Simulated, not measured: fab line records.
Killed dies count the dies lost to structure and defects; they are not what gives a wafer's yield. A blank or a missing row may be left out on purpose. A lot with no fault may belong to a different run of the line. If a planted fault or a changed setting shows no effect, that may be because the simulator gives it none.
Struck lot and sound lot, side by side / flow nand harc / 15 out of 1302 route steps
Sound: wafers L708.1, L708.4, L708.5. Struck: wafer L724.6. (L724.4 of the same lot was not struck and is left out.) The cause comes at the end.
Per side, at each step with rows, come the tool, then ch with its chambers, and then its first start. Under that, the readings that differ: sound wafers / struck wafers / difference of the means / sigmas: that difference in standard deviations of wafers without a fault.
alike: same words and numbers on both sides, and readings whose means sit less than 2 such deviations apart. not compared: any withheld reading, any reading some wafer has no value for, any bound like >300 that may hide the same value, and any number with overlapping values for which the record gives no deviation.
The two part at a step that has a row with sigmas, a row that says differs or no value, or rows on one side only. Numbers that have no deviation but don't overlap get no sigmas and don't part them. A reading that every wafer of one side lacks parts them only if that side has two wafers or more.

first, 5 steps without rows for these wafers: NHARC_A_CONTACT_SOFTBAKE_03 (time 55 s); NHARC_A_CONTACT_EBR_04; NHARC_A_CONTACT_EXPOSE_05 (exposes mask A CC); NHARC_A_CONTACT_PEB_06 (peb time 65 s); NHARC_A_CONTACT_DEVELOP_07 (develop time 35 s).
NHARC_A_CONTACT_CD_MEAS_08: the cd target is 200 nm.
  sound on cd sem-03 ch 0, day 23 07:11; struck on cd sem-01 ch 0, day 30 05:48
  alike: cd nm
NHARC_A_CONTACT_OVL_MEAS_09:
  sound on overlay-02 at day 23 07:17; struck on overlay-01 at day 30 05:53
  alike: overlay x nm, overlay y nm
NHARC_A_CONTACT_INSPECT_10:
  sound on defect inspect-02 at day 23 07:19; struck on defect inspect-02 at day 30 05:55
  alike: raw defect count
NHARC_A_CONTACT_DESCUM_13: chemistry O2, time 3 s.
  sound on rie diel-11 ch 1,2, day 23 07:23; struck on rie diel-11 ch 3, day 30 05:59
  alike: drypump motor current A, o2 flow sccm, oes product au, rf vpp V, showerhead plenum p Torr, throttle valve pct
  not compared: rf hours counter h
NHARC_A_CONTACT_ETCH_88: etches the open film in CF4, target depth 39 nm, time 65 s.
  sound on rie diel-11 ch 0,1, day 23 07:28; struck on rie diel-11 ch 0, day 30 06:04
  alike: drypump motor current A, oes product au, rf vpp V, showerhead plenum p Torr, throttle valve pct
  not compared: rf hours counter h
NHARC_A_CONTACT_ETCH_89: etches the open film in N2/H2, target depth 260 nm, time 475.3 s.
  sound: rie diel-11 ch 0,1,2; struck: rie diel-11 ch 3
  alike: drypump motor current A, h2 flow sccm, oes product au, rf vpp V, showerhead plenum p Torr, throttle valve pct
  not compared: rf hours counter h
NHARC_A_CONTACT_ETCH_30: etches the open film in CF4/CHF3, target depth 72.6 nm, time 36.3 s.
  sound: rie diel-11 ch 1,2; struck: rie diel-11 ch 1
  alike: drypump motor current A, oes product au, rf vpp V, showerhead plenum p Torr, throttle valve pct
  not compared: rf hours counter h
NHARC_A_CONTACT_ETCH_31: etches the open film in O2/COS, target depth 2800 nm, time 728 s.
  sound on rie diel-11 ch 0,2,3, day 23 08:05; struck on rie diel-11 ch 1, day 30 06:44
reading=oes product au (a.u.); sound=1.017 1.008 0.996; struck=0.857; difference=-0.150; sigmas=-14
  alike: drypump motor current A, o2 flow sccm, rf vpp V, showerhead plenum p Torr, throttle valve pct
  not compared: rf hours counter h
NHARC_A_CONTACT_ETCH_134: etches the open film in C4F8/O2/Ar, time 140 s, target depth 700 nm.
  sound on har cap etch-02 ch 0,1, day 23 08:30; struck on har cap etch-03 ch 1, day 30 07:19
  not compared: rf hours counter h
-- the record jumps here: 3 days lie between the struck wafers' starts before and after (it left off in module A_CONTACT and takes up again in module END, whose first step shown is number 1302 of the route) --
NHARC_END_SORT_01:
  only the struck wafers appear in the record here, on prober-01 ch 0 at day 33 05:17; the sound ones have no rows

== WHERE THEY PART ==
Earliest at NHARC_A_CONTACT_ETCH_31; latest, in this record, at NHARC_END_SORT_01.

WHY: the cause the simulator had injected
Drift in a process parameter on rie diel-11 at NHARC_A_CONTACT_ETCH_31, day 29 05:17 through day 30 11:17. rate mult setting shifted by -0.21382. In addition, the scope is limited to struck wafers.
